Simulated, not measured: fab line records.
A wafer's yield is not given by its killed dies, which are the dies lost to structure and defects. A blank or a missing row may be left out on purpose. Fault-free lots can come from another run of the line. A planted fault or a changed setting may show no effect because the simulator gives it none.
A struck lot beside a sound one -- flow nand-harc -- 42 out of 1159 route steps
Sound: the wafers L836.1, L836.2, L836.5. The struck wafers were L841.2, L841.5, L841.6. Last of all comes the cause.
At each step with rows: each side's tool, then ch and its chambers, then its first start. Under that, the readings that differ: sound wafers -- struck wafers -- difference of the means -- sigmas: that difference in standard deviations of wafers without a fault.
alike: a reading whose means differ by less than 2 such deviations, as well as words and numbers matching on both sides. not compared: withheld readings; readings where some wafer has no value; bounds like >300 that might hide an equal value; numbers whose values overlap and for which the record gives no deviation.
The two part at a step that has a row with sigmas, a row that says differs or no value, or rows on one side only. When numbers do not overlap yet have no deviation, they are printed without sigmas and do not part them. A reading that every wafer of one side lacks parts them only if that side has two wafers or more.

first, 4 steps without rows for these wafers: NHARC_A_CONTACT_ETCH_48 (etches the open film in CF4, target depth 39 nm, time 65 s); NHARC_A_CONTACT_ETCH_49 (etches the open film in N2/H2, target depth 260 nm, time 475.3 s); NHARC_A_CONTACT_ETCH_50 (etches the open film in CF4/CHF3, target depth 84.7 nm, time 42.4 s); NHARC_A_CONTACT_ETCH_51 (etches the open film in O2/COS, target depth 3600 nm, time 936 s).
NHARC_A_CONTACT_ETCH_111: etches the open film in C4F8/O2/Ar, time 140 s, target depth 700 nm.
  sound on har-cap-etch-03 ch 0,1, day 18 04:14; struck on har-cap-etch-03 ch 0,1, day 20 07:48
  alike: chamber-pressure-mTorr
  not compared: rf-hours-counter-h
NHARC_A_CONTACT_ETCH_112: etches the open film in C4F8/O2/Ar, time 94 s, target depth 922 nm.
  sound on har-cap-etch-03 ch 0,1, day 18 04:26; struck on har-cap-etch-03 ch 0,1, day 20 08:00
  alike: chamber-pressure-mTorr
  not compared: rf-hours-counter-h
then, 3 steps without rows for these wafers: NHARC_A_CONTACT_ETCH_113 (etches the open film in C4F8/O2/Ar, time 94 s, target depth 922 nm); NHARC_A_CONTACT_ETCH_114 (etches the open film in C4F8/O2/Ar, time 94 s, target depth 922 nm); NHARC_A_CONTACT_ETCH_115 (etches the open film in C4F8/O2/Ar, time 94 s, target depth 922 nm).
NHARC_A_CONTACT_ETCH_116: etches the open film in C4F8/O2/Ar, time 94 s, target depth 922 nm.
  sound on har-cap-etch-03 ch 0,1, day 18 04:48; struck on har-cap-etch-03 ch 0,1, day 20 08:22
  alike: chamber-pressure-mTorr
  not compared: rf-hours-counter-h
then, 2 steps without rows for these wafers: NHARC_A_CONTACT_ETCH_117 (etches the open film in C4F8/O2/Ar, time 94 s, target depth 922 nm); NHARC_A_CONTACT_ETCH_118 (etches the open film in C4F8/O2/Ar, time 94 s, target depth 922 nm).
NHARC_A_CONTACT_ETCH_119: etches the open film in C4F8/O2/Ar, time 94 s, target depth 922 nm.
  sound on har-cap-etch-03 ch 0,1, day 18 05:04; struck on har-cap-etch-03 ch 0,1, day 20 08:38
  alike: chamber-pressure-mTorr
  not compared: rf-hours-counter-h
then, 5 steps without rows for these wafers: NHARC_A_CONTACT_ETCH_120 (etches the open film in C4F8/O2/Ar, time 94 s, target depth 922 nm); NHARC_A_CONTACT_ETCH_121 (etches the open film in C4F8/O2/Ar, time 94 s, target depth 922 nm); NHARC_A_CONTACT_ETCH_122 (etches the open film in C4F8/O2/Ar, time 95 s, target depth 930 nm); NHARC_A_CONTACT_ETCH_123 (etches the open film in C4F8/O2/Ar, time 253 s, target depth 1090 nm); NHARC_A_CONTACT_ETCH_90 (etches the open film in CH3F/O2, target depth 40 nm, time 85.7 s).
NHARC_A_CONTACT_ETCH_96: etches the open film in C4F6/O2, target depth 20 nm, time 10 s.
  sound: rie-diel-11 ch 0,2; struck: rie-diel-11 ch 2,3
  alike: bias-w, chamber-pressure-mTorr, drypump-motor-current-A, oes-product-au, rf-vpp-V, showerhead-plenum-p-Torr, throttle-valve-pct
  not compared: rf-hours-counter-h
NHARC_A_CONTACT_CD_MEAS_53:
  sound: cd-sem-02 at day 18 06:16; struck: cd-sem-02 at day 20 09:49
  alike: cd-nm
then, 7 steps without rows for these wafers: NHARC_A_CONTACT_STRIP_99 (strips in N2/H2); NHARC_A_CONTACT_STRIP_100 (strips in CF4/CHF3); NHARC_A_CONTACT_STRIP_101 (strips in O2/COS); NHARC_A_CONTACT_ETCH_102 (etches the open film in CF4/O2, target depth 70 nm, overetch 7 nm, time 38.5 s); NHARC_A_CONTACT_STRIP_55 (strips in O2); NHARC_A_CONTACT_STRIP_56 (strips in post etch residue remover, time 600 s); NHARC_A_CONTACT_DEP_57 (deposits aC, target thk 2800 nm).
NHARC_A_CONTACT_DEP_58: deposits SiON, target thk 60 nm.
  sound on pecvd-03 ch 0,1,2, day 18 11:58; struck on pecvd-04 ch 0,1,2, day 20 14:56
reading,sound,struck,difference,sigmas
heater-power-w (W),870 823 792,666 682 604,-178,-3
  not compared: since-wet-clean-h
then, 10 steps without rows for these wafers: NHARC_A_CONTACT_DEHYDRATE_59 (time 120 s); NHARC_A_CONTACT_HMDS_60 (time 30 s); NHARC_A_CONTACT_COAT_61 (time 75 s); NHARC_A_CONTACT_COAT_62 (time 65 s); NHARC_A_CONTACT_COAT_63 (resist thk 90 nm); NHARC_A_CONTACT_SOFTBAKE_64 (time 55 s); NHARC_A_CONTACT_EBR_65; NHARC_A_CONTACT_EXPOSE_66 (exposes mask A CC 2); NHARC_A_CONTACT_PEB_67 (peb time 65 s); NHARC_A_CONTACT_DEVELOP_68 (develop time 35 s).
NHARC_A_CONTACT_CD_MEAS_69 targets a cd of 200 nm.
  sound on cd-sem-03 ch 0, day 18 12:41; struck on cd-sem-02 ch 0, day 20 15:40
  alike: cd-nm
NHARC_A_CONTACT_OVL_MEAS_70:
  sound: overlay-02 at day 18 12:46; struck: overlay-01 at day 20 15:45
  alike: overlay-x-nm, overlay-y-nm
then, 1 step without rows for these wafers: NHARC_A_CONTACT_DESCUM_74 (chemistry O2, time 3 s).
-- break in the record here, with 3 days between the starts of the struck wafers on either side (left off in module A_CONTACT, picked up again in module END, where the first step shown is number 1159 on the route) --
NHARC_END_SORT_01:
  at this point the record logs the struck wafers (prober-01 ch 0, day 23 22:43) and has no rows for the sound ones

## WHERE THEY PART
First at NHARC_A_CONTACT_DEP_58; last, within this record, at NHARC_END_SORT_01.

WHY: the cause the simulator had injected
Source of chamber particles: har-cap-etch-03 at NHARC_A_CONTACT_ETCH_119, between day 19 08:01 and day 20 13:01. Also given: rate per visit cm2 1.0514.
